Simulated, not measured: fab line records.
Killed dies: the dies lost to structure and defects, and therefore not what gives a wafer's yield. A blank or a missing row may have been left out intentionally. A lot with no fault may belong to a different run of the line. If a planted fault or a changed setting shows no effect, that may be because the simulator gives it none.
fab line records ; flow n5_finfet
record: lots: 5; wafers: 15; last_day: 17
route steps=1938 shown TV_LITHO@1875 TV_OPEN@1887 PASSIVATION@1936
lots that met no fault: from a run of the same line without faults
start_h: hours from the record's first day to the start of the lot's first wafer shown ; wait_h: hours elapsed since this lot's preceding step ; " the same as in the row above ; L1.1+2: one row covering several wafers at once ; - no value, or no start given ; * or withheld: withheld ; < > ~ a bound
route shown NAME@n: NAME is a module with steps in the file, n the number in the route of the first one ; usual: average and standard deviation across the fault-free wafers ; same: alike in all rows ; chamber/n: place in a boat ; sites: each site's reading ; _std_site: the standard deviation of these ; _edge_site: the outer-site mean with the inner-site mean subtracted ; radius_mm: for every site, how far away it sits from the centre of the wafer ; mask NAME#n: copy n ; behind: the most recent tool/chamber to have shaped the wafer ; hold: cause of the lot's hold/its duration in hours/its outcome ; device: the transistor (n, p or np) that didn't switch ; end of line: at the end of the route, the tests of the same wafers ; for a step that has no rows: nothing shown but its recipe ; killed: the dies lost at the first sort to structure and to defects; this is not the yield of the wafer ; map: the dies of a wafer, with x for killed, . for not killed, _ for no die there
set.NAME: the setting the step ran with; set.NAME@STEP: the setting that earlier step ran with ; model.NAME: the simulator's own value behind a step, which no gauge read
a table for each step, a row for each wafer; lots at some steps of the route
services: a tool's chamber out of use, with start hour (start_h, from the record's first day; less than 0 if before it), hours out, and reason
== steps ==
step: N5_PASSIVATION_HMDS_03
recipe: time_s: 60; temp_c: 120
step: N5_PASSIVATION_COAT_04
recipe: spin_rpm: *; resist_thk_nm: *
step: N5_PASSIVATION_EBR_06
recipe: solvent: PGMEA; ebr_width_mm: 1.5
step: N5_PASSIVATION_SOFTBAKE_05
recipe: temp_c: 100; time_s: 90
step: N5_PASSIVATION_EXPOSE_07
recipe: mask_id: TV; na: 0.55; source_shape: conventional; sigma_outer: 0.8; polarization: unpolarized; defocus_nm: 0; target_cd_nm: 3000; dose_mj: 22.75
step: N5_PASSIVATION_PEB_08
recipe: peb_temp_c: withheld; peb_time_s: *
step: N5_PASSIVATION_DEVELOP_09
recipe: develop_time_s: 60; rinse_liquid: diw; dry: air_spin; dev_temp_c: 21
step: N5_PASSIVATION_HARDBAKE_11
recipe: temp_c: 130; time_s: 120
step: N5_PASSIVATION_CD_MEAS_10
recipe: target_cd_nm: 3000; landing_energy_ev: 500; detector: se_inlens
usual: cd_nm: 2999.1/1.3
lot.wafer;tool;chamber;start_h;wait_h;cd_nm
L951.1;cd_sem-03;0;279.92;-;3000.1
L951.2;cd_sem-03;0;279.92;-;2998.4
L951.5;cd_sem-03;0;279.92;-;2998.1
L959.1;cd_sem-03;0;329.13;-;3000.3
L959.3;cd_sem-03;0;329.13;-;3000.1
L959.5;cd_sem-03;0;329.13;-;2997.9
L963.3;cd_sem-02;0;337.33;-;2997.5
L963.4;cd_sem-02;0;337.33;-;2998.5
L963.6;cd_sem-02;0;337.33;-;2998.7
L970.1;cd_sem-01;0;397.12;-;3000.4
L970.3;cd_sem-01;0;397.12;-;2999.2
L970.5;cd_sem-01;0;397.12;-;2999.3
L971.1;cd_sem-01;0;401.83;-;3000.5
L971.2;cd_sem-01;0;401.83;-;3000.4
L971.6;cd_sem-01;0;401.83;-;2999.3
step: N5_PASSIVATION_OVL_MEAS_60
recipe: points_per_wafer: 44
usual: TV_OVL: 0/5.6
lot.wafer;tool;chamber;start_h;wait_h;TV_OVL[nm]
L951.1;overlay-01;0;279.95;0.0;-4
L951.2;overlay-01;0;279.95;0.0;0
L951.5;overlay-01;0;279.95;0.0;2
L959.1;overlay-02;0;329.16;0.0;14
L959.3;overlay-02;0;329.16;0.0;4
L959.5;overlay-02;0;329.16;0.0;11
L963.3;overlay-02;0;337.36;0.0;2
L963.4;overlay-02;0;337.36;0.0;-3
L963.6;overlay-02;0;337.36;0.0;-8
L970.1;overlay-02;0;397.15;0.0;11
L970.3;overlay-02;0;397.15;0.0;8
L970.5;overlay-02;0;397.15;0.0;10
L971.1;overlay-01;0;401.86;0.0;-1
L971.2;overlay-01;0;401.86;0.0;6
L971.6;overlay-01;0;401.86;0.0;-1
step: N5_PASSIVATION_INSPECT_61
recipe: mode: adi; inspect_instrument: macro
usual: raw_defect_count: 2.1/1.4
lot.wafer;tool;chamber;start_h;wait_h;raw_defect_count
L951.1;defect_inspect-02;-;279.97;0.0;2
L951.2;defect_inspect-02;-;279.97;0.0;2
L951.5;defect_inspect-02;-;279.97;0.0;1
L959.1;defect_inspect-01;-;329.19;0.0;3
L959.3;defect_inspect-01;-;329.19;0.0;2
L959.5;defect_inspect-01;-;329.19;0.0;2
L963.3;defect_inspect-01;-;337.38;0.0;1
L963.4;defect_inspect-01;-;337.38;0.0;3
L963.6;defect_inspect-01;-;337.38;0.0;2
L970.1;defect_inspect-02;-;397.17;0.0;1
L970.3;defect_inspect-02;-;397.17;0.0;2
L970.5;defect_inspect-02;-;397.17;0.0;8
L971.1;defect_inspect-01;-;401.89;0.0;1
L971.2;defect_inspect-01;-;401.89;0.0;4
L971.6;defect_inspect-01;-;401.89;0.0;4
step: N5_PASSIVATION_DESCUM_12
recipe: chemistry: O2; time_s: 7.9; source_power_w: 50; bias_power_w: 20; pressure_mtorr: 20; rf_frequency_hz: 2.712e+07; temp_c: 40; o2_flow_sccm: 225
usual: drypump_motor_current_A: 5.7/0.49; o2_flow_sccm: 224.9/0.74; oes_product_au: 0.77/0.079; rf_vpp_V: 243.9/1.2; showerhead_plenum_p_Torr: 2.14/0.057; throttle_valve_pct: 20.38/0.22
same: time_s: 7.9
lot.wafer;tool;chamber;start_h;wait_h;drypump_motor_current_A;o2_flow_sccm;oes_product_au;rf_hours_counter_h;rf_vpp_V;showerhead_plenum_p_Torr;throttle_valve_pct
L951.1;rie_diel-01;2;280.56;0.6;5.4;223.4;0.98;2;244.6;2.15;20.28
L951.2;rie_diel-01;0;280.56;0.6;6.7;226.0;0.74;202;245.3;2.16;20.36
L951.5;rie_diel-01;2;280.56;0.6;5.4;224.5;0.98;-;243.9;2.15;20.28
L959.1;rie_diel-01;1;329.22;0.0;5.0;225.0;0.81;82;244.8;2.20;20.32
L959.3;rie_diel-01;3;329.22;0.0;5.7;225.2;0.80;109;242.5;2.02;20.27
L959.5;rie_diel-01;1;329.22;0.0;5.0;223.8;0.81;-;245.7;2.20;20.34
L963.3;rie_diel-03;2;337.55;0.2;6.0;225.3;0.69;246;244.2;2.15;20.56
L963.4;rie_diel-03;3;337.55;0.2;5.7;223.5;0.84;52;243.3;2.13;20.37
L963.6;rie_diel-03;0;337.55;0.2;5.3;225.4;0.69;-;245.2;2.16;20.26
L970.1;rie_diel-01;3;397.65;0.5;5.7;224.6;0.78;130;241.6;2.01;20.30
L970.3;rie_diel-01;0;397.65;0.5;6.7;224.2;0.70;237;245.1;2.14;20.41
L970.5;rie_diel-01;1;397.65;0.5;5.0;224.8;0.78;-;244.4;2.20;20.36
L971.1;rie_diel-01;0;401.92;0.0;6.6;226.1;0.70;238;244.6;2.14;20.41
L971.2;rie_diel-01;3;401.92;0.0;5.7;224.7;0.78;130;242.2;2.01;20.30
L971.6;rie_diel-01;3;401.92;0.0;5.7;224.3;0.78;-;241.6;2.01;20.30
step: N5_PASSIVATION_PASS_ETCH_74
recipe: chemistry: CF4/O2; target: SiNx; target_depth_a: 2200; time_s: 110; ion_energy_ev: 100; pressure_mtorr: 40; source_w: 535; bias_w: 49; Ar_flow_sccm: 100; cf4_flow_sccm: 100; O2_flow_sccm: 10
usual: cf4_flow_sccm: 100.0/0.3; drypump_motor_current_A: 5.7/0.5; oes_o_777_au: 0.77/0.075; oes_product_au: 0.77/0.082; rf_vpp_V: 241.3/2.1; showerhead_plenum_p_Torr: 2.25/0.055; throttle_valve_pct: 15.95/0.23
same: time_s: 110
lot.wafer;tool;chamber;start_h;wait_h;cf4_flow_sccm;drypump_motor_current_A;oes_o_777_au;oes_product_au;rf_hours_counter_h;rf_vpp_V;showerhead_plenum_p_Torr;throttle_valve_pct;model.etch.depth_nm;model.coat_of_PASSIVATION_COAT_04.thk_nm
L951.1;rie_diel-01;2;280.63;0.0;100.2;5.4;0.97;1.00;2;243.7;2.26;15.76;226.8;*
L951.2;rie_diel-01;0;280.63;0.0;100.5;6.7;0.72;0.73;202;241.4;2.27;16.01;216.7;*
L951.5;rie_diel-01;2;280.63;0.0;99.8;5.4;0.98;0.99;-;243.4;2.26;15.76;226.9;*
L959.1;rie_diel-01;1;329.29;0.0;100.1;5.0;0.80;0.82;82;238.0;2.32;15.92;224.1;*
L959.3;rie_diel-01;3;329.29;0.0;160.1;5.7;0.45;0.81;109;251.9;2.51;18.08;231.5;*
L959.5;rie_diel-01;1;329.29;0.0;100.3;5.0;0.80;0.82;-;237.4;2.32;15.92;223.7;*
L963.3;rie_diel-03;2;337.62;0.0;99.7;6.0;0.70;0.69;246;241.5;2.26;16.17;218.7;*
L963.4;rie_diel-03;3;337.62;0.0;99.7;5.7;0.85;0.84;52;242.9;2.24;15.87;216.3;*
L963.6;rie_diel-03;0;337.62;0.0;100.1;5.3;0.71;0.69;-;243.8;2.26;15.80;215.9;*
L970.1;rie_diel-01;3;397.72;0.0;100.1;5.7;0.76;0.77;130;239.9;2.13;15.89;220.5;*
L970.3;rie_diel-01;0;397.72;0.0;99.9;6.7;0.70;0.70;237;240.7;2.26;16.08;218.2;*
L970.5;rie_diel-01;1;397.72;0.0;99.8;5.0;0.78;0.80;-;236.9;2.31;15.95;225.1;*
L971.1;rie_diel-01;0;401.99;0.0;100.0;6.6;0.70;0.71;238;242.6;2.26;16.07;218.4;*
L971.2;rie_diel-01;3;401.99;0.0;99.6;5.7;0.76;0.77;130;241.8;2.13;15.90;220.1;*
L971.6;rie_diel-01;3;401.99;0.0;99.8;5.7;0.76;0.77;-;241.2;2.13;15.89;218.2;*
step: N5_PASSIVATION_VIA_ETCH_13
recipe: chemistry: CHF3/O2; target: SiO2; target_depth_a: 6600; CHF3_flow_sccm: 50; O2_flow_sccm: 5; Ar_flow_sccm: 200; time_s: 330; mask_material: PR; pressure_mtorr: 30; source_w: 650; bias_w: 170; ion_energy_ev: 200; ends: cleared
usual: drypump_motor_current_A: 5.7/0.49; etch_rf_on_time_s: 237/3.7; oes_o_777_au: 0.78/0.076; oes_product_au: 0.70/0.071; rf_vpp_V: 525/4.5; showerhead_plenum_p_Torr: 2.45/0.061; throttle_valve_pct: 18.81/0.23
lot.wafer;tool;chamber;start_h;wait_h;drypump_motor_current_A;etch_rf_on_time_s;oes_o_777_au;oes_product_au;rf_hours_counter_h;rf_vpp_V;showerhead_plenum_p_Torr;throttle_valve_pct
L951.1;rie_diel-01;2;280.72;0.0;5.4;232;0.99;0.88;2;529;2.47;18.70
L951.2;rie_diel-01;0;280.72;0.0;6.7;238;0.72;0.65;202;526;2.49;18.89
L951.5;rie_diel-01;2;280.72;0.0;5.4;236;0.98;0.88;-;530;2.47;18.70
L959.1;rie_diel-01;1;329.38;0.0;5.0;235;0.82;0.73;82;519;2.53;18.78
L959.3;rie_diel-01;3;329.38;0.0;5.7;233;0.79;0.71;109;524;2.32;18.69
L959.5;rie_diel-01;1;329.38;0.0;5.0;233;0.81;0.74;-;517;2.53;18.77
L963.3;rie_diel-03;2;337.71;0.0;6.0;238;0.70;0.62;246;530;2.46;18.97
L963.4;rie_diel-03;3;337.71;0.0;5.7;240;0.85;0.75;52;525;2.44;18.77
L963.6;rie_diel-03;0;337.71;0.0;5.2;241;0.70;0.63;-;529;2.47;18.65
L970.1;rie_diel-01;3;397.81;0.0;5.7;240;0.77;0.69;130;525;2.31;18.74
L970.3;rie_diel-01;0;397.81;0.0;6.7;244;0.70;0.63;237;526;2.48;18.92
L970.5;rie_diel-01;1;397.81;0.0;5.0;239;0.79;0.70;-;516;2.52;18.82
L971.1;rie_diel-01;0;402.08;0.0;6.7;242;0.69;0.63;238;525;2.47;18.94
L971.2;rie_diel-01;3;402.08;0.0;5.7;234;0.77;0.70;130;524;2.31;18.71
L971.6;rie_diel-01;3;402.08;0.0;5.7;237;0.78;0.69;-;524;2.31;18.74
step: N5_PASSIVATION_PROBE_49
usual: defect_limited_yield: 91.3/1.3; killed_at_M0_to_M3: 32/11; killed_at_M4_up: 15/5.6; killed_at_contacts: 12/6; killed_at_front_end: 40/11; killed_at_other: 3.5/2.6; killed_dies: 102/15; killed_on_rim: 13/3.4; killed_open: 67/12; killed_short: 34/7.3; sort_bin_5_function: 5.1/0.85; sort_bin_6_memory: 3.2/0.61; sort_n_pass: 1078/15; sort_yield_pct: 91.3/1.3
same: gross_dies: 1180; killed_at_back_side: 0; sort_bin_4_leakage[%]: 0; sort_bin_8_speed[%]: 0
lot.wafer;tool;chamber;start_h;wait_h;defect_limited_yield[%];killed_at_M0_to_M3;killed_at_M4_up;killed_at_contacts;killed_at_front_end;killed_at_other;killed_dies;killed_on_rim;killed_open;killed_short;sort_bin_5_function[%];sort_bin_6_memory[%];sort_n_pass;sort_yield_pct[%]
L951.1;prober-02;-;287.81;0.5;92.2;30;18;15;22;7;92;17;59;30;5.2;2.6;1088;92.2
L951.2;prober-02;-;287.86;0.5;91.9;34;10;5;40;7;96;10;60;36;5.2;2.4;1084;91.9
L951.5;prober-02;-;288.01;0.7;89.8;21;16;20;60;3;120;13;76;42;6.4;3.5;1060;89.8
L959.1;prober-02;-;335.78;0.0;92.4;26;20;10;33;1;90;11;55;35;4.8;2.5;1090;92.4
L959.3;prober-02;-;335.88;0.1;91.3;44;21;9;26;3;103;9;69;33;4.9;3.7;1077;91.3
L959.5;prober-02;-;335.98;0.2;89.4;46;9;18;50;2;125;10;84;36;6.3;3.7;1055;89.4
L963.3;prober-02;-;344.81;0.1;90.0;30;28;6;51;3;118;5;84;34;6.2;3.6;1062;90.0
L963.4;prober-02;-;344.86;0.2;93.2;17;19;14;30;0;80;13;63;16;3.8;3.0;1100;93.2
L963.6;prober-02;-;344.96;0.3;91.7;34;13;3;48;0;98;13;64;33;5.2;3.0;1082;91.7
L970.1;prober-01;-;406.84;0.0;91.4;34;21;14;31;2;102;12;58;41;4.7;3.4;1078;91.4
L970.3;prober-01;-;406.94;0.1;88.7;53;20;12;39;9;133;20;88;44;6.8;4.1;1047;88.7
L970.5;prober-01;-;407.04;0.2;93.1;31;19;5;26;0;81;13;57;24;4.5;1.9;1099;93.1
L971.1;prober-02;-;410.04;0.0;92.9;19;11;7;43;4;84;14;61;22;4.4;2.7;1096;92.9
L971.2;prober-02;-;410.09;0.1;91.5;23;15;24;37;1;100;16;73;27;5.2;3.0;1080;91.5
L971.6;prober-02;-;410.29;0.3;93.7;20;8;6;39;1;74;7;51;22;4.2;1.8;1106;93.7
killed by level:class
L951.1 MOL_CONTACT_COAG:geometric_particle:open=14 BEOL_M2:geometric_particle:open=11 BEOL_M4:geometric_particle:open=7 BEOL_M4:geometric_particle:short=6 FIN_SAQP:geometric_particle:short=5 DUMMY_GATE:geometric_particle:open=5 BEOL_M1:geometric_particle:short=4 STI_FIN_REVEAL:geometric_particle:open=3
L951.2 FIN_SAQP:geometric_particle:short=14 FIN_SAQP:geometric_particle:open=9 BEOL_M1:geometric_particle:open=9 BEOL_M3:geometric_particle:open=7 GATE_CUT:geometric_particle:short=5 BEOL_M2:geometric_particle:open=5 MOL_CONTACT_COAG:geometric_particle:open=5 BEOL_M4:geometric_particle:open=5
L951.5 FIN_SAQP:geometric_particle:open=16 FIN_SAQP:geometric_particle:short=13 MOL_CONTACT_COAG:geometric_particle:open=13 STI_FIN_REVEAL:geometric_particle:open=7 DUMMY_GATE:geometric_particle:open=7 MOL_CONTACT_COAG:geometric_particle:short=7 BEOL_M1:geometric_particle:open=5 BEOL_M2:geometric_particle:open=4
L959.1 FIN_SAQP:geometric_particle:open=10 FIN_SAQP:geometric_particle:short=10 BEOL_M4:geometric_particle:open=8 BEOL_M1:geometric_particle:open=8 MOL_CONTACT_COAG:geometric_particle:open=8 BEOL_M3:geometric_particle:open=7 BEOL_M4:geometric_particle:short=5 GATE_CUT:geometric_particle:short=4
L959.3 BEOL_M0_SAQP:geometric_particle:open=16 BEOL_M4:geometric_particle:open=13 BEOL_M1:geometric_particle:open=9 FIN_SAQP:geometric_particle:open=7 FIN_SAQP:geometric_particle:short=5 MOL_CONTACT_COAG:geometric_particle:open=5 GATE_CUT:geometric_particle:short=5 BEOL_M3:geometric_particle:open=5
L959.5 MOL_CONTACT_COAG:geometric_particle:open=16 FIN_SAQP:geometric_particle:short=13 BEOL_M1:geometric_particle:open=13 FIN_SAQP:geometric_particle:open=10 BEOL_M2:geometric_particle:open=9 ILD0:geometric_particle:open=7 BEOL_M0_SAQP:geometric_particle:short=7 STI_FIN_REVEAL:geometric_particle:open=6
L963.3 BEOL_M4:geometric_particle:open=19 FIN_SAQP:geometric_particle:open=17 STI_FIN_REVEAL:geometric_particle:open=9 FIN_SAQP:geometric_particle:short=5 BEOL_M2:geometric_particle:open=5 MOL_CONTACT_COAG:geometric_particle:open=5 BEOL_M0_SAQP:geometric_particle:open=5 BEOL_M3:geometric_particle:short=5
L963.4 BEOL_M4:geometric_particle:open=13 MOL_CONTACT_COAG:geometric_particle:open=10 STI_FIN_REVEAL:geometric_particle:open=8 BEOL_M0_SAQP:geometric_particle:open=7 FIN_SAQP:geometric_particle:open=6 FIN_SAQP:geometric_particle:short=4 MOL_CONTACT_COAG:geometric_particle:short=4 BEOL_M2:geometric_particle:open=4
L963.6 STI_FIN_REVEAL:geometric_particle:open=14 FIN_SAQP:geometric_particle:open=9 BEOL_M0_SAQP:geometric_particle:open=9 STI_FIN_REVEAL:geometric_particle:short=8 BEOL_M0_SAQP:geometric_particle:short=6 BEOL_M3:geometric_particle:open=5 BEOL_M4:geometric_particle:open=5 BEOL_M1:geometric_particle:open=4
L970.1 BEOL_M0_SAQP:geometric_particle:open=10 MOL_CONTACT_COAG:geometric_particle:open=10 STI_FIN_REVEAL:geometric_particle:open=7 BEOL_M3:geometric_particle:open=7 BEOL_M4:geometric_particle:open=7 GATE_CUT:geometric_particle:short=6 BEOL_M0_SAQP:geometric_particle:short=5 FIN_SAQP:geometric_particle:short=4
L970.3 BEOL_M1:geometric_particle:open=11 BEOL_M4:geometric_particle:open=11 BEOL_M2:geometric_particle:open=9 MOL_CONTACT_COAG:geometric_particle:open=9 BEOL_M0_SAQP:geometric_particle:open=9 BEOL_M0_SAQP:geometric_particle:short=8 FIN_SAQP:geometric_particle:open=7 FIN_SAQP:geometric_particle:short=6
L970.5 BEOL_M4:geometric_particle:open=13 BEOL_M0_SAQP:geometric_particle:open=6 BEOL_M2:geometric_particle:open=6 FIN_SAQP:geometric_particle:open=5 MOL_CONTACT_COAG:geometric_particle:open=5 FIN_SAQP:geometric_particle:short=4 BEOL_M0_SAQP:geometric_particle:short=4 BEOL_M1:geometric_particle:short=4
L971.1 FIN_SAQP:geometric_particle:open=15 MOL_CONTACT_COAG:geometric_particle:open=6 BEOL_M2:geometric_particle:open=5 STI_FIN_REVEAL:geometric_particle:open=4 BEOL_M4:geometric_particle:open=4 STARTING-WAFER:geometric_particle:open=4 STARTING-WAFER:geometric_particle:short=4 DUMMY_GATE:geometric_particle:open=3
L971.2 MOL_CONTACT_COAG:geometric_particle:open=19 BEOL_M2:geometric_particle:open=13 STI_FIN_REVEAL:geometric_particle:open=9 BEOL_M4:geometric_particle:open=8 FIN_SAQP:geometric_particle:open=6 STI_FIN_REVEAL:geometric_particle:short=6 MOL_CONTACT_COAG:geometric_particle:short=5 BEOL_M3:geometric_particle:open=4
L971.6 FIN_SAQP:geometric_particle:short=11 FIN_SAQP:geometric_particle:open=10 STI_FIN_REVEAL:geometric_particle:open=7 BEOL_M2:geometric_particle:open=5 MOL_CONTACT_COAG:geometric_particle:open=5 BEOL_M1:geometric_particle:open=5 BEOL_M0_SAQP:geometric_particle:open=3 BEOL_M4:geometric_particle:open=3
== services ==
tool;chamber;start_h;hours;kind
rie_diel-03;1;262.53;4.8;repair
rie_diel-01;3;277.69;5.4;repair
rie_diel-03;-;328.19;2.8;pm
rie_diel-03;2;352.94;-;clean
rie_diel-03;2;352.94;-;consumable_replace:esc
rie_diel-03;2;352.94;-;consumable_replace:focus_ring
rie_diel-03;2;352.94;19.2;scheduled_down
rie_diel-03;2;352.94;19.2;vent_cycle
rie_diel-03;1;377.17;-;clean
rie_diel-03;1;377.17;-;consumable_replace:focus_ring
rie_diel-03;1;377.17;14.3;scheduled_down
rie_diel-03;1;377.17;14.3;vent_cycle
== key ==
first_sign: step: N5_PASSIVATION_PASS_ETCH_74; reading: cf4_flow_sccm; direction: up; sigmas: 99+; usual: 100.0; struck: 160.1
effect: step: N5_PASSIVATION_PASS_ETCH_74; reading: throttle_valve_pct; direction: up; sigmas: 9.4; usual: *; struck: *
model_effect: step: N5_PASSIVATION_PASS_ETCH_74; value: etch.depth_nm; without: 219.6; struck: 231.5
met_at N5_PASSIVATION_PASS_ETCH_74
struck_wafers L959.3
fault: kind: process_parameter_drift; tool: rie_diel-01; chamber: 3; onset_h: 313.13; steps: N5_PASSIVATION_PASS_ETCH_74; channel: cf4_flow_sccm; offset: 60; shape: step; end_h: 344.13; acts_in: these_recipes_only; stated: 100
